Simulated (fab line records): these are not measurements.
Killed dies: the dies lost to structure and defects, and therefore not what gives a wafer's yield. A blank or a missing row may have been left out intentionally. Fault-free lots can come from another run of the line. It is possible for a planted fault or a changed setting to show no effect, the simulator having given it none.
8D (eight disciplines) problem report, filled in by code ; flow n5-finfet ; the parts of the form that need people (team, actions taken, sign-off) are left out

1. THE PROBLEM
killed_at_M0_to_M3 at N5_PASSIVATION_PROBE_49 reads a mean of 1106 on 2 wafers of 2 lots; wafers without a fault read 33 with a standard deviation of 9.1. So: +99 or more standard deviations from the usual mean.
Earliest sighting: wafer L138.1 on prober-02 at day 16 18:51. The record holds 25 wafers of 9 lots with a number at this step. Rule for "out", or "out of limits": more than 4 standard deviations from the usual mean. Any other wafer with a number is counted as sound.

2. WHAT IT IS AND WHAT IT IS NOT
question;is;is not
which readings at this step;killed_at_M0_to_M3, defect-limited-yield, killed-dies, killed-on-rim, sort_bin_5_function, sort-n-pass, sort-yield-pct;killed_at_M4_up, killed-at-contacts, killed-at-front-end, killed-at-other, killed-open, killed-short, sort_bin_4_leakage, sort_bin_6_memory
which lots;L138, L139;L119, L123, L124, L128, L129, L132, L135
which wafers of those lots;L138.1, L139.6;L138.3, L139.4, L139.5
read on which tools;prober-01, prober-02;-
when;from day 16 18:51;"up to then (20 sound wafers); but 3 sound wafers of L138, L139 came after"

3. THE SUSPECTS, EACH WITH WHAT RULES IT OUT
Counting: a tool at a process step up to the reading stays a suspect if it ran every lot that is out. Sound lots after the first of them don't rule it out here, since some wafers of a struck lot are sound.
- pvd-sputter-03 at N5_BEOL_M0_SAQP_HM_DEP_02 (deposits TiN, target thk 12 nm): kept. Ran every lot that is out, first one L138 (day 10 06:51); last sound lot up to then L129 (day 7 23:13).
- rie-metal-03 at N5_PASSIVATION_AL_ETCH_33 (etches Al in Cl2/BCl3, stops on TaN, target depth 2800 nm, time 466.7 s): kept. Ran every lot that is out, first one L138 (day 16 14:06); last sound lot up to then L128 (day 13 17:06).
Left after counting: pvd-sputter-03 at N5_BEOL_M0_SAQP_HM_DEP_02, rie-metal-03 at N5_PASSIVATION_AL_ETCH_33.

4. THE CAUSE (what the simulator had put in)
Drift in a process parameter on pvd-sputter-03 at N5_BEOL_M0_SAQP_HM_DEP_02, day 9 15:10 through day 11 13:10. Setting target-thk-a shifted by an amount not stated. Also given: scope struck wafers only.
2 suspects survive the count, and this tool is in that group.

5. THE CHAIN OF EFFECTS, in route order
Each row: a reading whose mean over the struck wafers that have a number lies more than 3 standard deviations from the usual. Only readings whose record carries a usual standard deviation are examined. hours: median over the lots of the time between each lot's start at the first step of this table that gives one and its start at this step. sigmas: the change, counted in usual standard deviations.
hours;step;reading;usual;on struck wafers;change;sigmas
0;N5_PASSIVATION_PROBE_49;defect-limited-yield;91.1 %;0.0;-91.1;-65
0;N5_PASSIVATION_PROBE_49;killed_at_M0_to_M3;33;1106;+1072;+99 or more
0;N5_PASSIVATION_PROBE_49;killed-dies;105;1180;+1075;+67
0;N5_PASSIVATION_PROBE_49;killed-on-rim;13;152;+139;+35
0;N5_PASSIVATION_PROBE_49;sort_bin_5_function;5.2 %;96.0;+90.8;+99 or more
0;N5_PASSIVATION_PROBE_49;sort-n-pass;1075;0;-1075;-67
0;N5_PASSIVATION_PROBE_49;sort-yield-pct;91.1 %;0.0;-91.1;-65
Process steps it contains:
- N5_PASSIVATION_PROBE_49

6. HOW IT WOULD HAVE BEEN CAUGHT EARLIER
In this record the first reading out of limits was taken at day 16 18:51, 172 hours after the fault began at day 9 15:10.
Tool readings at N5_BEOL_M0_SAQP_HM_DEP_02 with a usual standard deviation given in the record: none out on any struck wafer, hence no alarm at a limit of 4 standard deviations on them.
By day 16 18:51, every lot that is out (2) had started N5_BEOL_M0_SAQP_HM_DEP_02 on pvd-sputter-03. A hold on the tool at that time would have spared none of them.
